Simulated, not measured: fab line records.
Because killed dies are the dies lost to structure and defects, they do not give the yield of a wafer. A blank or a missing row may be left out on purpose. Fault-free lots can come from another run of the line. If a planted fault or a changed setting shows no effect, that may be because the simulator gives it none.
Matching of chambers :: flow n5 finfet :: N5_FIN_SAQP_ETCH_69 on rie diel-05 has 4 sister chambers
The step etches SOC in N2/H2, stops on SiNx, target depth 150 nm. 4 wafers are shown with their chamber, then 8 later ones without.

== WAFERS PAIRED WITH THEIR CHAMBERS ==
wafer: L083.5
chamber: 1
drypump motor current A (A): 5.5

wafer: L088.2
chamber: 2
drypump motor current A (A): 5.9

wafer: L088.5
chamber: 3
drypump motor current A (A): 5.7

wafer: L093.1
chamber: 0
drypump motor current A (A): 5.0

== WAFERS MISSING THEIR CHAMBER ==
wafer: L093.2
drypump motor current A (A): 5.9

wafer: L093.3
drypump motor current A (A): 5.5

wafer: L093.4
drypump motor current A (A): 5.7

wafer: L093.5
drypump motor current A (A): 5.9

wafer: L093.6
drypump motor current A (A): 5.6

wafer: L094.4
drypump motor current A (A): 5.0

wafer: L094.5
drypump motor current A (A): 5.5

wafer: L094.6
drypump motor current A (A): 5.9

== WHICH CHAMBER EACH WENT THROUGH ==
wafer: L093.2
from the rows above: 2
in truth: 2

wafer: L093.3
from the rows above: 1
in truth: 1

wafer: L093.4
from the rows above: 3
in truth: 3

wafer: L093.5
from the rows above: 2
in truth: 2

wafer: L093.6
from the rows above: can't be placed: 1 or 3
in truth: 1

wafer: L094.4
from the rows above: 0
in truth: 0

wafer: L094.5
from the rows above: 1
in truth: 1

wafer: L094.6
from the rows above: 2
in truth: 2
Placed correctly: 7 of 8. These rows do not allow placing 1 (true chamber among the candidates in 1). Number placed wrongly: 0.
How it was worked out, from the rows above alone: a wafer's distance from a chamber is the root of the sum, over the readings, of the square of ((its reading less the chamber's mean) divided by the reading's scatter). If the next closest chamber is less than 2 further off than the closest, the wafer can't be placed; otherwise it belongs to the closest. Each chamber's mean is taken over the wafers shown for it. The scatter (one wafer shown for each chamber): square how far every hidden wafer sits from the nearest shown wafer, average those squares and take the square root.
